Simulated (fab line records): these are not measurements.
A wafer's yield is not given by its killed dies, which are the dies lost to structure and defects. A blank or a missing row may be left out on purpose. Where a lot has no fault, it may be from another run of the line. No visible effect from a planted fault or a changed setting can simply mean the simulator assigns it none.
Split-lot trial	flow n5-finfet	on a route of 1938 steps: 7 lots, 21 wafers read

== THE SPLIT ITSELF ==
At N5_MOL_CONTACT_COAG_ETCH_67 (etches SOC in N2/H2, target depth 60 nm, overetch 21 nm, time 101.2 s), the setting source-w was moved away from the recipe's 840 W on 5 of the 21 wafers read, by -8.5% to +6.5%. This setting was run at the recipe's value on the other wafers.

The reading is taken at the split's own step.

== THE READING ==
rf-vpp-V, in V, at N5_MOL_CONTACT_COAG_ETCH_67 (etches SOC in N2/H2, target depth 60 nm, overetch 21 nm, time 101.2 s). Fault-free wafers of this fab line usually give 523.7 V, standard deviation 2.1 V.

wafer	tool, chamber at the split	source-w as run, W	against the recipe	rf-vpp-V, V	against lot-mates on the recipe
L077.1	rie-diel-04, 1	840	recipe	525.0	-
L077.2	rie-diel-04, 0	840	recipe	523.0	-
L077.5	rie-diel-04, 0	840	recipe	523.9	-
L079.4	rie-diel-01, 1	840	recipe	525.2	-
L079.5	rie-diel-01, 1	840	recipe	523.9	-
L079.6	rie-diel-01, 0	894.7	+6.5%	511.7	-12.8
L082.1	rie-diel-01, 3	840	recipe	525.1	-
L082.4	rie-diel-01, 1	840	recipe	525.6	-
L082.5	rie-diel-01, 3	840	recipe	525.6	-
L086.1	rie-diel-04, 2	785.8	-6.5%	537.7	+14.3
L086.3	rie-diel-04, 0	785.8	-6.5%	535.1	+11.7
L086.5	rie-diel-04, 0	840	recipe	523.4	-
L087.2	rie-diel-01, 0	840	recipe	520.3	-
L087.3	rie-diel-01, 1	840	recipe	525.7	-
L087.5	rie-diel-01, 2	840	recipe	521.7	-
L093.1	rie-diel-04, 2	840	recipe	524.8	-
L093.5	rie-diel-04, 1	769.1	-8.4%	539.9	+16.2
L093.6	rie-diel-04, 0	840	recipe	522.6	-
L097.1	rie-diel-04, 0	840	recipe	524.2	-
L097.4	rie-diel-04, 3	840	recipe	526.0	-
L097.6	rie-diel-04, 0	768.3	-8.5%	537.0	+11.9

THE FIT
A straight line over all 21 wafers: rf-vpp-V changes by -1.79 V for each +1% of source-w; r = -0.97; the points scatter about the line by 1.6 V.
The same after taking each lot's own level away (the mean of its wafers on the recipe; 21 wafers): -1.82 V for each +1%; r = -0.97; scatter 1.5 V.
The reading moves by 16 V for the largest change in source-w, on that fit.
From 522.57 to 525.43 V: that is the span of the lots' own levels, equal to 1.4 times the standard deviation above.
So the lot-to-lot level changes the slope little: the two slopes agree.
Check: +16.8 V against its lot-mates is what the line predicts for one of the wafers moved furthest among these (-8.5%) when that wafer is left out of the fit. Against them it came out at +11.9 V.
Tool readings at the split's step, against how far the setting was moved: rf-vpp-V r = -0.97.

== FURTHER SPLITS ON THESE WAFERS ==
Before the reading, these wafers also passed through other splits. Each is held against what the fit with the lots' levels taken away leaves over:
other split on the same wafers	wafers away from the commonest value	r with rf-vpp-V (lot level and that fit taken away)
N5_DUMMY_GATE_CVD_03 temp-c	15	-0.03
N5_SD_EPI_P_ETCH_16 target-depth-a	4	-0.30
N5_SD_EPI_P_EPI_21 time-s	6	+0.21
N5_HKMG_FIN_ETCH_54 source-w	9	-0.30

== THE FILE'S OWN FIT ==
rf-vpp-V changes by -1.78 V for each +1% of source-w, r = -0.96.
